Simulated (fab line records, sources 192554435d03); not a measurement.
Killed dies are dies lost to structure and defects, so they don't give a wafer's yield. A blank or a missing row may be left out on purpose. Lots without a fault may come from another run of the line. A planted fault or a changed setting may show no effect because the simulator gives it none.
One fault seen from 2 desks | flow n5_finfet | each desk has only its own numbers; what lay behind them comes last

THE TOOL OWNER'S DESK: litho_track-05
The tool's own readings at N5_GATE_CUT_COAT_27 (time 60 s, resist thk 10 nm): means of the sampled wafers that have a number, for each lot that ran on this tool. A lot is out of limits, marked OUT, if its mean lies more than 4 standard deviations from the usual mean; the brackets give that distance.
Columns: A = spin_speed_rpm at N5_GATE_CUT_COAT_27, usual 1499.9 rpm
lot  | first seen here | A
L469 | day 6 01:38     | 1500.5
L470 | day 6 03:08     | 1499.6
L472 | day 6 14:01     | 1499.1
L477 | day 7 18:29     | 1583.7 (+95) OUT
L478 | day 8 02:22     | 1585.1 (+97) OUT
This desk's finding: out of limits on L477, L478; first on L477, day 7 18:29 (spin_speed_rpm at N5_GATE_CUT_COAT_27). In limits: L469, L470, L472.

THE METROLOGY DESK
What the gauges read, lot by lot, whatever tool the lot ran on: means of the sampled wafers that have a number. A lot is out of limits, marked OUT, if its mean lies more than 4 standard deviations from the usual mean; the brackets give that distance. Of its 10 readings 7 are shown: those that lie furthest out on some lot.
Columns: A = DIBL_N at N5_BEOL_M4_RC_MEAS_101, usual 36.4 mV/V; B = DIBL_P at N5_BEOL_M4_RC_MEAS_101, usual 36.6 mV/V; C = IOFF_P at N5_BEOL_M4_RC_MEAS_101, usual 0.211 nA/um; D = ION_N at N5_BEOL_M4_RC_MEAS_101, usual 671 uA/um; E = ION_P at N5_BEOL_M4_RC_MEAS_101, usual 462 uA/um; F = SS_P at N5_BEOL_M4_RC_MEAS_101, usual 73.4 mV/dec; G = VT_P at N5_BEOL_M4_RC_MEAS_101, usual -250.1 mV
lot  | first seen here | A    | B    | C     | D   | E   | F    | G
L464 | day 7 23:52     | 35.6 | 35.0 | 0.194 | 675 | 461 | 72.4 | -251.8
L468 | day 8 18:59     | 35.6 | 35.3 | 0.167 | 666 | 451 | 73.5 | -255.5
L469 | day 8 22:37     | 34.3 | 34.1 | 0.210 | 659 | 464 | 72.7 | -249.5
L470 | day 9 15:51     | 35.8 | 35.6 | 0.197 | 669 | 460 | 73.0 | -251.8
L472 | day 9 22:48     | 35.9 | 36.6 | 0.212 | 673 | 460 | 73.4 | -250.8
L473 | day 10 08:18    | 37.5 | 36.2 | 0.202 | 675 | 460 | 72.8 | -249.2
L478 | day 11 04:29    | 35.9 | 35.1 | 0.207 | 667 | 458 | 73.4 | -250.2
L477 | day 11 04:31    | 36.8 | 35.3 | 0.194 | 670 | 460 | 72.9 | -251.1
L487 | day 13 20:34    | 37.5 | 37.6 | 0.175 | 680 | 457 | 73.4 | -256.7
This desk's finding: nothing out of limits on any of the 9 lots.

PUT TOGETHER
The tool owner's desk could have raised an alarm at day 7 18:29, on L477, L478.
The metrology desk saw nothing out of limits.
The metrology desk has L477, L478 on record, within its limits.
Of the lots named, all ran N5_GATE_CUT_COAT_27 on litho_track-05.

WHAT THE SIMULATOR HAD PUT IN
Process parameter drift: litho_track-05, from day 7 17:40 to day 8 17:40, at N5_GATE_CUT_COAT_27. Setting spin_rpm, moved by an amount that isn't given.
Lots struck among those shown: L477, L478.
Hours from the fault's start to each desk's first reading out of limits: the tool owner's desk, 1.
